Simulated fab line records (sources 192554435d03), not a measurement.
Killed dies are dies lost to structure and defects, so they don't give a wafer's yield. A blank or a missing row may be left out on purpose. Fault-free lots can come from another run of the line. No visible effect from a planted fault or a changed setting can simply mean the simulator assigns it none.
Which tool is to blame?    flow n5_finfet    12 lots with 36 wafers sampled at 2 steps, on a route of 1938 steps

WHAT THE GAUGES READ, wafer by wafer
N5_ILD0_THK_MEAS_04. Usual: 197.7 nm for thk_nm, sd 1.2.
lot   measured     on             thk_nm (nm)        flag
L900  day 3 12:01  film_metro-02  196.6 196.6 198.8  
L901  day 4 00:50  film_metro-01  199.2 197.5 198.5  
L902  day 4 05:04  film_metro-02  196.4 199.8 198.5  
L905  day 4 19:49  film_metro-01  198.4 198.6 198.3  
L906  day 5 01:44  film_metro-01  197.8 196.8 197.0  
L907  day 5 15:56  film_metro-02  196.5 195.9 195.2  
L908  day 5 16:49  film_metro-02  198.1 195.9 197.5  
L909  day 5 22:12  film_metro-01  199.1 198.8 196.5  
L910  day 6 03:29  film_metro-02  195.5 197.2 199.0  
L917  day 7 17:50  film_metro-02  195.8 198.4 197.3  
L920  day 8 16:09  film_metro-02  197.4 197.8 195.5  
L922  day 9 03:22  film_metro-02  198.1 199.8 198.9  

EACH LOT AND THE TOOL THAT RAN IT (in order: tool; ch and the chambers of the sampled wafers; start)
lot   N5_ILD0_CMP_03
L900  cmp-03 ch 1,2,3, day 3 11:43
L901  cmp-03 ch 0,2, day 4 00:33
L902  cmp-03 ch 0,1,2, day 4 04:46
L905  cmp-03 ch 0,1,3, day 4 19:31
L906  cmp-04 ch 0,1,2, day 5 01:29
L907  cmp-04 ch 0,3, day 5 15:38
L908  cmp-03 ch 0,1,2, day 5 16:31
L909  cmp-03 ch 1,2,3, day 5 21:57
L910  cmp-03 ch 0,1,2, day 6 03:16
L917  cmp-02 ch 1,2, day 7 17:32
L920  cmp-02 ch 0,1,2, day 8 15:52
L922  cmp-04 ch 0,1,3, day 9 03:04
- N5_ILD0_CMP_03: polishes, stops on SiNx, t overpolish 1.9 s, target thk 197.38 nm.

WHAT THE TOOLS THEMSELVES READ (means of the sampled wafers that have a number; where no wafer has one, the mark that the record gives instead)
N5_ILD0_CMP_03. Usual: motor_current_A 11.6 A, standard deviation 1.3; overpolish_run_s 1.901 s, standard deviation 0.0088; pad_life_wafers 977, standard deviation 580; platen_rpm 51.80 rpm, standard deviation 0.032; time_to_endpoint_s 71 s, standard deviation 4.2.
lot   tool    motor_current_A (A)  overpolish_run_s (s)  pad_life_wafers  platen_rpm (rpm)  time_to_endpoint_s (s)  flag
L900  cmp-03  12.1                 1.899                 62               51.76             66                      
L901  cmp-03  11.9                 1.910                 157              51.77             69                      
L902  cmp-03  11.8                 1.905                 187              51.83             70                      
L905  cmp-03  11.8                 1.913                 320              51.81             72                      
L906  cmp-04  12.4                 1.905                 1238             51.80             73                      
L907  cmp-04  10.3                 1.906                 1338             51.79             68                      
L908  cmp-03  12.1                 1.905                 427              51.80             68                      
L909  cmp-03  11.9                 1.904                 470              51.78             71                      
L910  cmp-03  12.1                 1.904                 512              51.10             68                      OFF
L917  cmp-02  9.9                  1.900                 1320             51.79             76                      
L920  cmp-02  10.4                 1.907                 1513             51.82             69                      
L922  cmp-04  10.6                 1.902                 1981             51.79             75                      

THE ANSWER, worked out from the rows above alone
Rule: a lot is off if the mean of its wafers that have a number lies more than 3 standard deviations from the usual mean. Also off: a lot with no number at a reading for which 4 or more lots have one. All remaining lots with rows at the step are treated as sound. First the gauges in route order, then the tools' own readings, where a lot's mean is used as printed above. At the first step where some lot is off, the reading lying furthest off is the one used; lots without a number count as furthest.
Off at N5_ILD0_CMP_03 (platen_rpm): L910.
A tool fits if, at that step or a process step before it, it ran every lot that is off, and no sound lot after the first of them. One fits: N5_ILD0_CMP_03 on cmp-03. A fault onset in the window from L909 (day 5 21:57, its last sound lot) to L910 (day 6 03:16, its first lot off) fits.
On the lots that are off, the tool's own readings at N5_ILD0_CMP_03 differ by more than 5 times the standard deviation of the sound lots' means, which bears it out; platen_rpm reads 51.10 rpm there versus 51.79 rpm on the sound lots.

WHAT WAS PUT IN BY THE SIMULATOR
cmp-03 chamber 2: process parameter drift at N5_ILD0_CMP_03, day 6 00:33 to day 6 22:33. Setting platen_rpm, moved by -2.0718, from 51.796. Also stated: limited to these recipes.
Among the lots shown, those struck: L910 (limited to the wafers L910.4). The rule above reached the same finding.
